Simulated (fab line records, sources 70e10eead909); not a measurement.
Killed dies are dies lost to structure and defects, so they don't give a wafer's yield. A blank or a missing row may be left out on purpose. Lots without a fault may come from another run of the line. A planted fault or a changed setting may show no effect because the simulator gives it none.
Which tool did it? | flow nand_harc | 13 lots, 38 wafers sampled, at 4 steps of a route of 1159

WHAT THE GAUGES READ, wafer by wafer
NHARC_A_BLC_CD_MEAS_10: target cd 100 nm. Usual: cd_nm 99.9 nm, standard deviation 0.51.
lot  | measured     | on        | cd_nm (nm)        | flag
L780 | day 17 13:05 | cd_sem-02 | 100.8 99.7 100.1  |
L782 | day 17 18:26 | cd_sem-03 | 100.4 100.6 100.3 |
L783 | day 17 20:56 | cd_sem-03 | 100.1 100.0 99.8  |
L786 | day 19 08:00 | cd_sem-03 | 99.4 99.8 99.8    |
L787 | day 19 08:44 | cd_sem-02 | 99.2 100.2 99.8   |
L788 | day 19 14:59 | cd_sem-02 | 100.4 99.8 99.8   |
L785 | day 19 16:30 | cd_sem-01 | 99.5 99.9 99.9    |
L789 | day 19 17:02 | cd_sem-03 | 100.3 100.6 100.5 |
L790 | day 19 18:55 | cd_sem-02 | 98.9 99.4 99.4    |
L797 | day 21 07:38 | cd_sem-01 | 98.0 99.8         |
L800 | day 22 21:18 | cd_sem-01 | 100.8 100.7 100.2 |
L801 | day 22 22:04 | cd_sem-01 | 100.3 99.3 100.1  |
L803 | day 23 05:29 | cd_sem-03 | 99.0 100.0 100.2  |

NHARC_A_BLC_CD_MEAS_19. Usual: cd_nm 99.9 nm, standard deviation 2.1.
lot  | measured     | on        | cd_nm (nm)        | flag
L780 | day 17 14:47 | cd_sem-02 | 99.2 101.2 97.8   |
L782 | day 17 19:36 | cd_sem-02 | 101.6 101.1 101.7 |
L783 | day 17 22:07 | cd_sem-01 | 99.8 101.6 102.5  |
L786 | day 19 09:09 | cd_sem-03 | 97.3 100.4 100.4  |
L787 | day 19 09:54 | cd_sem-02 | 95.7 102.1 98.5   |
L788 | day 19 16:08 | cd_sem-02 | 99.8 103.7 100.6  |
L785 | day 19 17:40 | cd_sem-01 | 98.8 96.7 98.5    |
L789 | day 19 18:12 | cd_sem-02 | 99.3 97.0 96.6    |
L790 | day 19 20:06 | cd_sem-03 | 96.4 98.9 96.0    |
L797 | day 21 08:47 | cd_sem-01 | 99.3 101.2        |
L800 | day 22 22:28 | cd_sem-01 | 102.7 101.7 98.5  |
L801 | day 22 23:24 | cd_sem-01 | 103.8 96.9 99.0   |
L803 | day 23 06:38 | cd_sem-01 | 98.8 100.1 101.3  |

WHICH TOOL RAN EACH LOT (tool, then ch and the chambers of the sampled wafers, then the start)
lot  | NHARC_A_CONTACT_CMP_20        | NHARC_A_BLC_DEVELOP_09
L780 | cmp-02 ch 0,2, day 17 12:20   | litho_track-04 ch 0, day 17 13:00
L782 | cmp-02 ch 0,1,3, day 17 17:34 | litho_track-04 ch 0, day 17 18:00
L783 | cmp-03 ch 0,2,3, day 17 20:04 | litho_track-06 ch 0, day 17 20:00
L786 | cmp-03 ch 2,3, day 19 07:05   | litho_track-01 ch 0, day 19 07:00
L787 | cmp-02 ch 1,3, day 19 07:50   | litho_track-01 ch 0, day 19 08:00
L788 | cmp-02 ch 0,1,2, day 19 14:11 | litho_track-04 ch 0, day 19 14:00
L785 | cmp-02 ch 1,2,3, day 19 15:35 | litho_track-04 ch 0, day 19 16:00
L789 | cmp-03 ch 0,2,3, day 19 16:09 | litho_track-06 ch 0, day 19 16:00
L790 | cmp-03 ch 0,2,3, day 19 17:59 | litho_track-01 ch 0, day 19 18:00
L797 | cmp-02 ch 0,1, day 21 06:47   | litho_track-01 ch 0, day 21 07:00
L800 | cmp-03 ch 1,2,3, day 22 20:32 | litho_track-06 ch 0, day 22 21:00
L801 | cmp-02 ch 0,2,3, day 22 21:16 | litho_track-04 ch 0, day 22 21:00
L803 | cmp-02 ch 0,1, day 23 04:34   | litho_track-06 ch 0, day 23 05:00
- NHARC_A_CONTACT_CMP_20: polishes, t overpolish 30 s, target thk 300 nm.
- NHARC_A_BLC_DEVELOP_09: develop time 35 s.

WHAT THE TOOLS THEMSELVES READ (means of the sampled wafers that have a number; where no wafer has one, the mark that the record gives instead)
NHARC_A_CONTACT_CMP_20. Usual: motor_current_A 12.2 A, standard deviation 0.86; overpolish_run_s 30.000 s, standard deviation 0.0092; slurry_filter_dp_kPa 13.49 kPa, standard deviation 0.16; time_to_endpoint_s 60 s, standard deviation 3.7.
lot  | tool   | motor_current_A (A) | overpolish_run_s (s) | slurry_filter_dp_kPa (kPa) | time_to_endpoint_s (s) | flag
L780 | cmp-02 | 13.0                | 29.993               | 13.37                      | 62                     |
L782 | cmp-02 | 12.3                | 29.997               | 13.51                      | 64                     |
L783 | cmp-03 | 12.3                | 29.996               | 13.54                      | 61                     |
L786 | cmp-03 | 12.7                | 29.994               | 13.56                      | 57                     |
L787 | cmp-02 | 11.7                | 29.997               | 13.36                      | 61                     |
L788 | cmp-02 | 12.6                | 29.995               | 13.56                      | 65                     |
L785 | cmp-02 | 12.5                | 30.007               | 13.41                      | 64                     |
L789 | cmp-03 | 11.8                | 30.005               | 13.43                      | 59                     |
L790 | cmp-03 | 12.4                | 29.996               | 13.56                      | 55                     |
L797 | cmp-02 | 12.3                | 29.999               | 13.42                      | 61                     |
L800 | cmp-03 | 12.3                | 29.995               | 13.61                      | 57                     |
L801 | cmp-02 | 12.3                | 30.006               | 13.44                      | 63                     |
L803 | cmp-02 | 12.6                | 30.006               | 13.49                      | 63                     |

THE ANSWER, worked out from the rows above alone
Rule: a lot is off if the mean of its wafers that have a number lies more than 3 standard deviations from the usual mean. A lot without any number at a reading at which 4 lots or more have one is off too. The other lots that the step has rows for count as sound. The gauges are gone through in route order, then the tools' own readings, and for those a lot's mean is taken as printed above. The first step at which some lot is off is used, and at that step the reading that is off furthest; a lot without a number counts as furthest.
No lot is off at any reading shown: from this, nothing can be told.

WHAT THE SIMULATOR HAD PUT IN
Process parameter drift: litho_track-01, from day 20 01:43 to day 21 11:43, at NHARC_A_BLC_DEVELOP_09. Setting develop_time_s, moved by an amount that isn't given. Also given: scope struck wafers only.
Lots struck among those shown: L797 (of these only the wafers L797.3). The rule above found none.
